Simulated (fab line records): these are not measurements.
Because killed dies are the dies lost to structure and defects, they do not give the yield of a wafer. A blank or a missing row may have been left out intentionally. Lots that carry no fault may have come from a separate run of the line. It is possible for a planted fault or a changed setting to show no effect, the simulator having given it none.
fab line records	flow n5Finfet
record lots=7	wafers=21	lastDay=17
route steps=1938 shown BEOL_M4@1111 BEOL_M9@1419 PASSIVATION@1936
lots with no fault: from the same line, run without faults
startH: the number of hours between the record's first day and the start of the first shown wafer of the lot	waitH: hours from the lot's prior step to this one	" identical to the entry in the row above	L1.1+2: a single row standing in for several wafers	- no value, or no start given	* or withheld: withheld	< > ~ a bound
route shown NAME@n: NAME is a module with steps in the file, n the number in the route of the first one	usual: average and standard deviation across the fault-free wafers	same: alike in all rows	chamber/n: place in a boat	sites: the reading at each site	_std_site: how widely they spread, as a standard deviation	_edge_site: the outer-site mean with the inner-site mean subtracted	radiusMm: for every site, how far away it sits from the centre of the wafer	mask NAME#n: copy n	behind: the tool/chamber that last shaped the wafer	hold: why the lot went on hold/how many hours it stayed there/how the hold came to an end	device: whichever transistor did not switch (one of n, p or np)	end of line: the route-end tests of the same wafers	step lacking rows: just its recipe	killed: dies lost to structure and defects at the first sort, not the wafer's yield	map: per-die view of a wafer (x killed, . not killed, _ where there is no die)
set.NAME: setting as actually run; set.NAME@STEP: the setting as run at that earlier step	model.NAME: the simulator's own value behind a step, which no gauge read
steps of the route over a sample of lots; a table a step, a row a wafer
services: when a tool's chamber went out of use (startH, in hours from the record's first day, below 0 if earlier), for how many hours, and the reason
## steps
# step N5_BEOL_M4_RC_MEAS_101
# usual DIBL_N=36.0/2.2	DIBL_P=35.9/2.6	IOFF_N=0.16/0.038	IOFF_P=0.21/0.042	ION_N=675/15	ION_P=463/10	SS_N=71.5/0.62	SS_P=73.2/0.76	VT_N=250/4.1	VT_P=-251/3.6
lot.wafer	tool	chamber	startH	waitH	DIBL_N[mV/V]	DIBL_P[mV/V]	IOFF_N[nA/um]	IOFF_P[nA/um]	ION_N[uA/um]	ION_P[uA/um]	SS_N[mV/dec]	SS_P[mV/dec]	VT_N[mV]	VT_P[mV]
L824.2	prober-01	0	164.69	0.2	35.0	34.6	0.13	0.20	672	464	71.2	72.7	250	-250
L824.3	"	0	"	"	32.8	32.3	0.11	0.17	658	457	70.6	72.4	256	-251
L824.4	"	0	"	"	33.8	32.1	0.12	0.16	665	461	71.6	72.1	254	-251
L828.1	prober-01	0	192.73	0.0	32.4	31.1	0.10	0.14	662	457	71.0	72.7	259	-258
L828.5	"	0	"	"	32.1	31.3	0.10	0.14	648	454	70.5	72.4	260	-257
L828.6	"	0	"	"	34.7	33.8	0.13	0.18	674	465	71.4	74.1	255	-251
L831.1	prober-01	0	214.28	0.0	36.5	35.6	0.15	0.20	672	462	71.5	73.3	249	-249
L831.2	"	0	"	"	34.2	34.0	0.13	0.19	682	473	70.9	72.4	253	-250
L831.5	"	0	"	"	35.0	34.3	0.13	0.19	673	465	70.7	72.6	251	-249
L832.1	prober-01	0	219.77	0.0	35.3	34.6	0.13	0.17	673	464	70.8	72.6	251	-255
L832.3	"	0	"	"	37.6	36.8	0.16	0.20	662	450	71.5	74.0	252	-254
L832.5	"	0	"	"	39.0	39.5	0.21	0.24	684	464	72.3	74.1	246	-252
L845.1	prober-02	0	290.17	0.0	35.9	36.9	0.17	0.28	684	476	71.5	74.2	249	-243
L845.4	"	0	"	"	32.9	32.5	0.12	0.19	663	462	70.3	72.6	255	-249
L845.5	"	0	"	"	33.8	31.9	0.12	0.18	656	454	70.8	72.2	252	-251
L846.1	prober-01	0	306.25	0.0	37.4	40.0	0.21	0.26	678	458	71.8	74.5	242	-250
L846.2	"	0	"	"	33.0	33.5	0.14	0.17	679	467	71.5	72.5	249	-254
L846.3	"	0	"	"	37.6	40.5	0.22	0.25	692	470	72.9	74.6	244	-249
L847.1	prober-02	0	306.35	0.0	36.0	37.0	0.18	0.25	684	464	71.0	73.4	245	-248
L847.2	"	0	"	"	35.7	36.7	0.18	0.25	693	475	71.2	73.6	244	-245
L847.6	"	0	"	"	35.6	37.8	0.19	0.28	700	491	71.5	74.2	245	-245
# step N5_BEOL_M9_ETCH_62
# recipe chemistry=N2/H2	target=SOC	targetDepthA=1100	overetchA=220	maskMaterial=SiARC	tempC=40	timeS=165	ionEnergyEv=200	pressureMtorr=30	sourceW=840	biasW=150	n2FlowSccm=200	h2FlowSccm=200
# usual biasW=150.1/0.44	chamberPressureMTorr=29.996/0.025	drypumpMotorCurrentA=5.8/0.51	oesProductAu=0.66/0.051	rfVppV=523.3/1.8	showerheadPlenumPTorr=2.52/0.053	tempC=40.00/0.12	throttleValvePct=17.79/0.26
# same timeS=165
lot.wafer	tool	chamber	startH	waitH	biasW	chamberPressureMTorr	drypumpMotorCurrentA	oesProductAu	rfHoursCounterH	rfVppV	showerheadPlenumPTorr	tempC	throttleValvePct
L824.2	rieDiel-03	1	203.90	0.0	150.0	29.975	4.8	0.75	25	525.1	2.61	39.81	17.64
L824.3	"	3	"	"	149.2	30.051	6.6	0.69	96	524.5	2.56	40.28	17.68
L824.4	"	0	"	"	150.0	29.972	5.3	0.70	-	521.9	2.47	39.75	17.79
L828.1	rieDiel-02	0	232.34	0.0	150.0	30.055	5.4	0.72	63	520.4	2.50	40.28	17.46
L828.5	"	0	"	"	149.8	29.992	5.4	0.73	-	522.2	2.50	40.13	17.48
L828.6	"	1	"	"	150.4	29.993	5.7	0.67	-	521.3	2.45	40.09	17.80
L831.1	rieDiel-03	1	259.15	0.0	149.9	30.009	4.8	0.73	41	524.7	2.60	39.92	17.67
L831.2	"	3	"	"	150.1	29.996	6.7	0.67	112	522.9	2.56	40.14	17.70
L831.5	"	2	"	"	150.4	29.990	5.8	0.59	-	527.0	2.60	40.00	17.86
L832.1	rieDiel-02	0	263.61	0.0	149.4	30.006	5.4	0.72	72	522.0	2.50	40.02	17.46
L832.3	"	1	"	"	150.2	30.000	5.7	0.66	115	522.6	2.45	39.88	17.81
L832.5	"	2	"	"	150.1	29.970	6.5	0.60	-	522.9	2.51	40.02	17.88
L845.1	rieDiel-02	3	328.05	0.0	149.9	29.986	5.4	0.61	206	523.7	2.55	40.10	18.31
L845.4	"	2	"	"	150.2	30.026	6.4	0.59	206	521.1	2.50	39.95	17.91
L845.5	"	3	"	"	149.4	29.953	5.4	0.61	-	524.1	2.55	40.04	18.30
L847.1	rieDiel-02	0	344.78	0.0	149.7	30.004	5.4	0.70	97	521.3	2.49	39.85	17.54
L847.2	"	2	"	"	150.3	29.985	6.5	0.58	211	522.8	2.50	40.12	17.94
L847.6	"	0	"	"	150.6	30.047	5.4	0.70	-	521.1	2.49	39.87	17.54
L846.1	rieDiel-05	1	347.74	0.0	150.4	29.999	5.7	0.59	218	525.9	2.59	40.10	17.64
L846.2	"	0	"	"	150.3	30.050	5.8	0.76	17	522.8	2.49	39.96	17.53
L846.3	"	2	"	"	149.5	30.000	5.9	0.65	155	522.7	2.52	40.18	17.53
# step N5_BEOL_M9_CD_MEAS_28
# recipe targetCdNm=70	landingEnergyEv=500	detector=seInlens	polarity=opening
# usual cdNm=69.95/0.29
lot.wafer	tool	chamber	startH	waitH	cdNm
L824.2	cdSem-03	0	204.73	-	69.97
L824.3	"	0	"	"	69.64
L824.4	"	0	"	"	69.96
L828.1	cdSem-03	0	234.11	-	70.10
L828.5	"	0	"	"	70.32
L828.6	"	0	"	"	70.14
L831.1	cdSem-03	0	261.05	-	69.91
L831.2	"	0	"	"	69.63
L831.5	"	0	"	"	70.28
L832.1	cdSem-03	0	265.36	-	70.17
L832.3	"	0	"	"	69.40
L832.5	"	0	"	"	70.12
L845.1	cdSem-01	0	329.86	-	70.38
L845.4	"	0	"	"	69.76
L845.5	"	0	"	"	70.60
L847.1	cdSem-02	0	345.87	-	69.70
L847.2	"	0	"	"	70.03
L847.6	"	0	"	"	70.09
L846.1	cdSem-03	0	348.91	-	69.68
L846.2	"	0	"	"	69.79
L846.3	"	0	"	"	70.01
# step N5_BEOL_M9_ETCH_65
# recipe chemistry=CF4	target=SiARC	targetDepthA=156	maskMaterial=CAR-EUV	timeS=26	ionEnergyEv=80	pressureMtorr=40	sourceW=545	biasW=36	Ar_flow_sccm=100	cf4FlowSccm=100	ends=cleared
# usual biasW=36.01/0.1	cf4FlowSccm=100.06/0.29	drypumpMotorCurrentA=5.8/0.48	etchRfOnTimeS=25.8/0.63	oesProductAu=0.67/0.06	rfVppV=183.8/0.96	showerheadPlenumPTorr=2.12/0.045	throttleValvePct=15.54/0.23
lot.wafer	tool	chamber	startH	waitH	biasW	cf4FlowSccm	drypumpMotorCurrentA	etchRfOnTimeS	oesProductAu	rfHoursCounterH	rfVppV	showerheadPlenumPTorr	throttleValvePct
L824.2	rieDiel-05	2	205.09	0.0	35.97	100.59	5.9	25.0	0.71	107	183.0	2.16	15.42
L824.3	"	3	"	"	35.89	100.02	6.4	25.6	0.69	92	184.7	2.10	15.81
L824.4	"	0	"	"	35.92	100.06	5.8	26.4	0.60	229	183.5	2.12	15.71
L828.1	rieDiel-03	2	234.37	0.0	35.98	99.98	5.8	25.9	0.60	240	185.3	2.20	15.76
L828.5	"	1	"	"	36.03	99.70	4.8	25.4	0.75	-	185.8	2.18	15.44
L828.6	"	0	"	"	36.20	100.33	5.3	25.3	0.71	-	182.5	2.08	15.48
L831.1	rieDiel-03	2	261.22	0.0	-	-	-	-	-	-	-	-	-
L831.2	"	1	"	"	-	-	-	-	-	-	-	-	-
L831.5	"	0	"	"	-	-	-	-	-	-	-	-	-
L832.1	rieDiel-05	0	265.53	0.0	-	-	-	-	-	-	-	-	-
L832.3	"	2	"	"	-	-	-	-	-	-	-	-	-
L832.5	"	0	"	"	-	-	-	-	-	-	-	-	-
L845.1	rieDiel-05	1	330.03	0.0	35.89	100.42	5.6	25.9	0.60	212	185.4	2.19	15.56
L845.4	"	0	"	"	36.06	100.45	5.8	25.7	0.79	11	182.2	2.11	15.28
L845.5	"	1	"	"	36.03	100.05	5.6	25.9	0.60	-	184.2	2.19	15.54
L847.1	rieDiel-03	2	346.05	0.0	36.10	99.63	5.8	26.2	0.76	21	182.9	2.19	15.32
L847.2	"	1	"	"	36.07	100.78	4.8	25.2	0.72	68	184.7	2.17	15.50
L847.6	"	0	"	"	36.15	100.01	5.3	25.5	0.68	-	183.2	2.06	15.57
L846.1	rieDiel-03	2	349.09	0.0	36.08	99.68	5.7	25.9	0.77	22	186.0	2.19	15.32
L846.2	"	3	"	"	36.00	99.62	6.6	25.4	0.67	135	184.3	2.15	15.50
L846.3	"	0	"	"	35.89	100.19	5.3	25.4	0.67	134	182.2	2.06	15.58
# step N5_BEOL_M9_ETCH_66
# recipe chemistry=N2/H2	target=SOC	targetDepthA=800	overetchA=160	maskMaterial=SiARC	tempC=40	timeS=120	ionEnergyEv=200	pressureMtorr=30	sourceW=840	biasW=150	n2FlowSccm=200	h2FlowSccm=200
# usual biasW=150.0/0.48	chamberPressureMTorr=29.998/0.028	drypumpMotorCurrentA=5.8/0.48	oesProductAu=0.60/0.048	rfVppV=523.2/1.9	showerheadPlenumPTorr=2.52/0.052	tempC=39.99/0.1	throttleValvePct=17.79/0.26
# same timeS=120
lot.wafer	tool	chamber	startH	waitH	biasW	chamberPressureMTorr	drypumpMotorCurrentA	oesProductAu	rfHoursCounterH	rfVppV	showerheadPlenumPTorr	tempC	throttleValvePct
L824.2	rieDiel-05	2	205.12	0.0	150.5	30.004	5.9	0.62	107	525.0	2.54	39.95	17.43
L824.3	"	3	"	"	149.6	30.008	6.4	0.62	92	521.7	2.48	40.03	18.17
L824.4	"	0	"	"	150.1	29.993	5.8	0.55	229	521.7	2.50	40.15	17.92
L828.1	rieDiel-03	2	234.40	0.0	149.4	29.979	5.7	0.53	240	525.1	2.60	39.89	17.84
L828.5	"	1	"	"	150.0	30.016	4.8	0.67	-	526.3	2.60	40.06	17.63
L828.6	"	0	"	"	149.6	29.980	5.3	0.63	-	521.4	2.47	39.87	17.81
L831.1	rieDiel-03	2	261.25	0.0	150.4	30.024	5.7	0.27	250	527.4	2.60	39.98	17.80
L831.2	"	1	"	"	150.1	29.971	4.8	0.32	41	525.2	2.60	39.88	17.62
L831.5	"	0	"	"	150.6	29.977	5.3	0.31	-	521.1	2.46	39.87	17.77
L832.1	rieDiel-05	0	265.56	0.0	150.9	29.998	5.8	0.26	249	522.1	2.50	40.09	17.93
L832.3	"	2	"	"	149.7	30.028	5.9	0.30	127	525.4	2.53	39.93	17.42
L832.5	"	0	"	"	149.9	29.991	5.8	0.27	-	522.8	2.50	39.93	17.91
L845.1	rieDiel-05	1	330.06	0.0	149.8	29.981	5.7	0.54	212	525.8	2.60	39.91	17.63
L845.4	"	0	"	"	150.0	29.941	5.8	0.70	11	523.2	2.49	40.02	17.54
L845.5	"	1	"	"	150.1	30.007	5.7	0.54	-	526.5	2.60	39.95	17.62
L847.1	rieDiel-03	2	346.08	0.0	150.1	29.987	5.7	0.68	21	523.8	2.59	39.90	17.44
L847.2	"	1	"	"	149.4	30.055	4.8	0.63	68	524.8	2.59	39.97	17.68
L847.6	"	0	"	"	150.6	29.976	5.3	0.60	-	521.8	2.45	40.05	17.89
L846.1	rieDiel-03	2	349.12	0.0	150.7	29.976	5.8	0.69	22	526.0	2.59	39.82	17.43
L846.2	"	3	"	"	151.1	30.005	6.6	0.58	135	524.3	2.55	39.97	17.73
L846.3	"	0	"	"	149.7	30.026	5.3	0.59	134	521.1	2.45	40.01	17.88
# step N5_BEOL_M9_VIA_ETCH_34
# recipe chemistry=C4F6/O2	target=SiCOH_lowk	targetDepthA=1824	maskMaterial=SOC	taperDeg=4	timeS=68.4	ionEnergyEv=250	pressureMtorr=30	sourceW=345	biasW=185	Ar_flow_sccm=300	C4F6_flow_sccm=10	O2_flow_sccm=10
# usual C4F6_flow_sccm=10.00/0.031	O2_flow_sccm=10.001/0.029	drypumpMotorCurrentA=5.8/0.48	oes_o_777_au=0.79/0.074	oesProductAu=0.78/0.07	rfVppV=670/15	showerheadPlenumPTorr=2.82/0.052	throttleValvePct=20.81/0.23
# same timeS=68.4
lot.wafer	tool	chamber	startH	waitH	C4F6_flow_sccm	O2_flow_sccm	drypumpMotorCurrentA	oes_o_777_au	oesProductAu	rfHoursCounterH	rfVppV	showerheadPlenumPTorr	throttleValvePct
L824.2	rieDiel-05	2	205.22	0.0	10.00	10.019	5.9	0.84	0.82	107	645	2.86	20.61
L824.3	"	3	"	"	10.03	10.038	6.4	0.84	0.82	92	666	2.79	21.23
L824.4	"	0	"	"	9.95	10.056	5.8	0.68	0.71	229	680	2.81	20.90
L828.1	rieDiel-03	2	234.50	0.0	9.97	10.055	5.7	0.72	0.69	240	661	2.91	20.91
L828.5	"	1	"	"	9.98	9.967	4.8	0.87	0.89	-	684	2.90	20.70
L828.6	"	0	"	"	10.01	10.074	5.3	0.85	0.83	-	684	2.77	20.87
L831.1	rieDiel-03	2	261.35	0.0	10.01	9.987	5.7	0.71	0.26	250	660	2.91	20.77
L831.2	"	1	"	"	10.01	10.011	4.8	0.85	0.32	41	686	2.89	20.55
L831.5	"	0	"	"	10.03	9.994	5.3	0.84	0.30	-	686	2.76	20.74
L832.1	rieDiel-05	0	265.66	0.0	9.96	10.047	5.9	0.68	0.27	249	681	2.80	20.76
L832.3	"	2	"	"	9.98	10.025	5.9	0.82	0.29	127	644	2.85	20.48
L832.5	"	0	"	"	9.97	10.011	5.9	0.68	0.27	-	679	2.80	20.77
L845.1	rieDiel-05	1	330.16	0.0	10.02	10.008	5.7	0.69	0.70	212	649	2.90	20.67
L845.4	"	0	"	"	10.02	10.052	5.8	0.88	0.92	11	680	2.79	20.54
L845.5	"	1	"	"	10.01	9.965	5.7	0.69	0.70	-	649	2.90	20.69
L847.1	rieDiel-03	2	346.18	0.0	9.97	10.012	5.7	0.92	0.90	21	658	2.90	20.58
L847.2	"	1	"	"	10.05	9.975	4.8	0.82	0.84	68	685	2.88	20.76
L847.6	"	0	"	"	9.99	10.020	5.3	0.81	0.78	-	684	2.75	20.94
L846.1	rieDiel-03	2	349.22	0.0	10.06	9.988	5.7	0.91	0.89	22	660	2.90	20.56
L846.2	"	3	"	"	10.02	9.982	6.6	0.80	0.76	135	657	2.82	20.60
L846.3	"	0	"	"	9.94	10.067	5.4	0.81	0.77	134	685	2.75	20.93
# step N5_BEOL_M9_STRIP_80
# recipe chemistry=N2/H2	timeS=10	powerW=450	tempC=40	pressureMtorr=20	rfFrequencyHz=6e+07	biasPowerW=7	n2FlowSccm=200	h2FlowSccm=200
# usual drypumpMotorCurrentA=5.8/0.48	oesProductAu=0.78/0.066	rfVppV=59.0/0.87	showerheadPlenumPTorr=2.51/0.052	tempC=40.01/0.11	throttleValvePct=23.6/0.34
# same timeS=10
lot.wafer	tool	chamber	startH	waitH	drypumpMotorCurrentA	oesProductAu	rfHoursCounterH	rfVppV	showerheadPlenumPTorr	tempC	throttleValvePct
L824.2	rieDiel-05	2	-	-	5.9	0.81	107	60.1	2.54	40.01	23.1
L824.3	"	3	"	"	6.4	0.82	93	59.4	2.47	39.97	24.2
L824.4	"	0	"	"	5.9	0.72	229	60.5	2.50	40.00	23.8
L828.1	rieDiel-03	2	-	-	5.7	0.70	241	61.3	2.60	39.99	23.5
L828.5	"	1	"	"	4.8	0.88	-	59.2	2.60	40.14	23.4
L828.6	"	0	"	"	5.3	0.81	-	59.8	2.46	40.06	23.8
L831.1	rieDiel-03	2	-	-	5.8	0.68	250	59.1	2.59	40.09	23.5
L831.2	"	1	"	"	4.8	0.86	42	58.3	2.59	39.90	23.4
L831.5	"	0	"	"	5.3	0.80	-	57.9	2.46	39.99	23.8
L832.1	rieDiel-05	0	-	-	5.8	0.70	249	57.7	2.49	39.89	23.8
L832.3	"	2	"	"	5.9	0.78	127	59.5	2.53	40.06	23.2
L832.5	"	0	"	"	5.8	0.70	-	58.4	2.49	39.99	23.8
L845.1	rieDiel-05	1	-	-	5.7	0.70	212	59.5	2.59	40.34	23.3
L845.4	"	0	"	"	5.8	0.93	11	57.9	2.49	40.02	23.4
L845.5	"	1	"	"	5.7	0.69	-	59.8	2.59	40.07	23.3
L847.1	rieDiel-03	2	-	-	5.7	0.90	21	59.3	2.58	40.10	23.2
L847.2	"	1	"	"	4.8	0.83	68	59.2	2.58	40.11	23.4
L847.6	"	0	"	"	5.3	0.77	-	58.1	2.45	39.94	23.8
L846.1	rieDiel-03	2	-	-	5.8	0.91	22	59.9	2.58	39.94	23.2
L846.2	"	3	"	"	6.7	0.77	135	59.1	2.54	40.05	23.7
L846.3	"	0	"	"	5.3	0.78	134	58.0	2.45	40.09	23.8
# step N5_PASSIVATION_PROBE_49
# usual defectLimitedYield=91.4/1.6	killed_at_M0_to_M3=35/10	killed_at_M4_up=12/4.7	killedAtContacts=12/5.8	killedAtFrontEnd=38/12	killedAtOther=4/3.2	killedDies=102/18	killedOnRim=13/4.2	killedOpen=68/14	killedShort=32/8	sort_bin_5_function=5.1/0.96	sort_bin_6_memory=3.2/0.77	sortNPass=1078/20	sortYieldPct=91.3/1.7
# same grossDies=1180	killedAtBackSide=0	sort_bin_4_leakage[%]=0	sort_bin_8_speed[%]=0
lot.wafer	tool	chamber	startH	waitH	defectLimitedYield[%]	killed_at_M0_to_M3	killed_at_M4_up	killedAtContacts	killedAtFrontEnd	killedAtOther	killedDies	killedOnRim	killedOpen	killedShort	sort_bin_5_function[%]	sort_bin_6_memory[%]	sortNPass	sortYieldPct[%]
L824.2	prober-01	-	264.12	0.1	92.4	37	7	6	35	5	90	10	67	22	4.3	3.2	1090	92.4
L824.3	prober-01	-	264.17	0.1	94.2	22	5	2	35	4	68	9	40	28	3.5	2.1	1112	94.2
L824.4	prober-01	-	264.22	0.2	92.1	34	14	16	28	1	93	10	66	26	4.4	3.3	1087	92.1
L832.1	prober-02	-	325.59	0.0	0	39	1106	9	20	6	1180	152	65	28	96.8	2.9	0	0
L832.3	prober-02	-	325.69	0.1	0	47	1081	4	47	1	1180	152	74	32	96.2	3.5	0	0
L832.5	prober-02	-	325.79	0.2	0	25	1113	4	35	3	1180	152	47	28	97.1	2.8	0	0
L831.1	prober-01	-	327.58	0.0	0	43	1096	12	26	3	1180	152	70	29	96.4	3.2	0	0
L831.2	prober-01	-	327.63	0.1	0	51	1094	8	22	5	1180	152	65	31	96.7	3.1	0	0
L831.5	prober-01	-	327.78	0.2	0	37	1113	5	20	5	1180	152	63	19	97.4	2.5	0	0
L845.5	prober-02	-	390.95	0.6	89.7	58	11	13	37	3	122	14	75	45	5.8	4.1	1058	89.7
# killed by level:class
L824.2 STI_FIN_REVEAL:geometricParticle:open=11 BEOL_M0_SAQP:geometricParticle:open=9 BEOL_M2:geometricParticle:open=8 DUMMY_GATE:geometricParticle:open=8 BEOL_M1:geometricParticle:open=8 FIN_SAQP:geometricParticle:open=5 MOL_CONTACT_COAG:geometricParticle:open=5 BEOL_M0_SAQP:geometricParticle:short=5
L824.3 STI_FIN_REVEAL:geometricParticle:open=10 FIN_SAQP:geometricParticle:short=8 BEOL_M0_SAQP:geometricParticle:short=5 DUMMY_GATE:geometricParticle:open=4 BEOL_M2:geometricParticle:open=4 FIN_SAQP:geometricParticle:open=3 BEOL_M1:geometricParticle:open=3 STARTING-WAFER:geometricParticle:short=3
L824.4 MOL_CONTACT_COAG:geometricParticle:open=12 STI_FIN_REVEAL:geometricParticle:open=10 BEOL_M2:geometricParticle:open=9 BEOL_M0_SAQP:geometricParticle:open=7 BEOL_M4:geometricParticle:open=5 MOL_CONTACT_COAG:geometricParticle:short=4 BEOL_M0_SAQP:geometricParticle:short=4 BEOL_M1:geometricParticle:open=4
L832.1 BEOL_M9:areaEtch=1087 BEOL_M3:geometricParticle:open=15 BEOL_M4:geometricParticle:open=14 MOL_CONTACT_COAG:geometricParticle:open=7 BEOL_M0_SAQP:geometricParticle:open=7 BEOL_M1:geometricParticle:short=5 STARTING-WAFER:geometricParticle:short=5 FIN_SAQP:geometricParticle:open=4
L832.3 BEOL_M9:areaEtch=1072 STI_FIN_REVEAL:geometricParticle:open=22 BEOL_M2:geometricParticle:open=10 BEOL_M0_SAQP:geometricParticle:open=9 BEOL_M0_SAQP:geometricParticle:short=8 BEOL_M3:geometricParticle:open=8 FIN_SAQP:geometricParticle:short=5 FIN_SAQP:geometricParticle:open=5
L832.5 BEOL_M9:areaEtch=1105 BEOL_M0_SAQP:geometricParticle:open=10 FIN_SAQP:geometricParticle:open=8 FIN_SAQP:geometricParticle:short=7 STI_FIN_REVEAL:geometricParticle:open=7 BEOL_M0_SAQP:geometricParticle:short=6 MOL_CONTACT_COAG:geometricParticle:open=4 BEOL_M3:geometricParticle:open=4
L831.1 BEOL_M9:areaEtch=1081 BEOL_M0_SAQP:geometricParticle:open=14 BEOL_M3:geometricParticle:open=14 STI_FIN_REVEAL:geometricParticle:open=8 MOL_CONTACT_COAG:geometricParticle:open=8 BEOL_M0_SAQP:geometricParticle:short=7 GATE_CUT:geometricParticle:short=5 BEOL_M4:geometricParticle:open=5
L831.2 BEOL_M9:areaEtch=1084 BEOL_M0_SAQP:geometricParticle:open=12 BEOL_M3:geometricParticle:open=11 BEOL_M0_SAQP:geometricParticle:short=10 MOL_CONTACT_COAG:geometricParticle:open=8 BEOL_M2:geometricParticle:open=8 BEOL_M1:geometricParticle:open=7 FIN_SAQP:geometricParticle:short=5
L831.5 BEOL_M9:areaEtch=1098 BEOL_M3:geometricParticle:open=13 BEOL_M4:geometricParticle:open=11 BEOL_M0_SAQP:geometricParticle:open=10 BEOL_M1:geometricParticle:open=7 DUMMY_GATE:geometricParticle:open=4 MOL_CONTACT_COAG:geometricParticle:open=4 FIN_SAQP:geometricParticle:short=3
L845.5 FIN_SAQP:geometricParticle:short=11 BEOL_M0_SAQP:geometricParticle:open=11 BEOL_M0_SAQP:geometricParticle:short=10 BEOL_M1:geometricParticle:open=9 BEOL_M2:geometricParticle:open=9 MOL_CONTACT_COAG:geometricParticle:open=8 GATE_CUT:geometricParticle:short=6 BEOL_M3:geometricParticle:open=6
## services
tool	chamber	startH	hours	kind
rieDiel-03	2	189.48	14.7	repair
rieDiel-02	-	249.58	2.8	pm
rieDiel-03	2	261.75	-	clean
rieDiel-03	2	261.75	-	consumableReplace:focusRing
rieDiel-03	2	261.75	24.2	scheduledDown
rieDiel-03	2	261.75	24.2	ventCycle
rieDiel-05	0	269.66	-	clean
rieDiel-05	0	269.66	-	consumableReplace:focusRing
rieDiel-05	0	269.66	24.8	scheduledDown
rieDiel-05	0	269.66	24.8	ventCycle
rieDiel-05	2	348.81	20.3	repair
## key
firstSign step=N5_BEOL_M9_ETCH_65	reading=toolRecord	direction=missing
effect step=N5_BEOL_M9_ETCH_66	reading=oesProductAu	direction=down	sigmas=6.5	usual=0.60	struck=0.29
effect step=N5_BEOL_M9_VIA_ETCH_34	reading=oesProductAu	direction=down	sigmas=7.1	usual=0.78	struck=0.28
effect step=N5_PASSIVATION_PROBE_49	reading=killed_at_M4_up	direction=up	sigmas=99+	usual=12	struck=1100
moreKillsBornAt N5_BEOL_M9_ETCH_65@rieDiel-05=3264	N5_BEOL_M9_ETCH_65@rieDiel-03=3263
metAt N5_BEOL_M9_ETCH_65
struckLots L831,L832
laterRowsLeftOut L831.1,L831.2,L831.5,L832.1,L832.3,L832.5
notActingAt N5_BEOL_M9_ETCH_62,N5_BEOL_M9_CD_MEAS_28,N5_BEOL_M9_STRIP_80
onsetBetween 234.37 261.22
fault kind=skippedStepWhole	tool=rieDiel-03,rieDiel-05	chamber=-	onsetH=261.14	steps=N5_BEOL_M9_ETCH_65	scope=struckLotsOnly
# laterRowsLeftOut: the simulator's readings of these wafers behind a module that went badly wrong aren't trusted and aren't shown, but for the sort
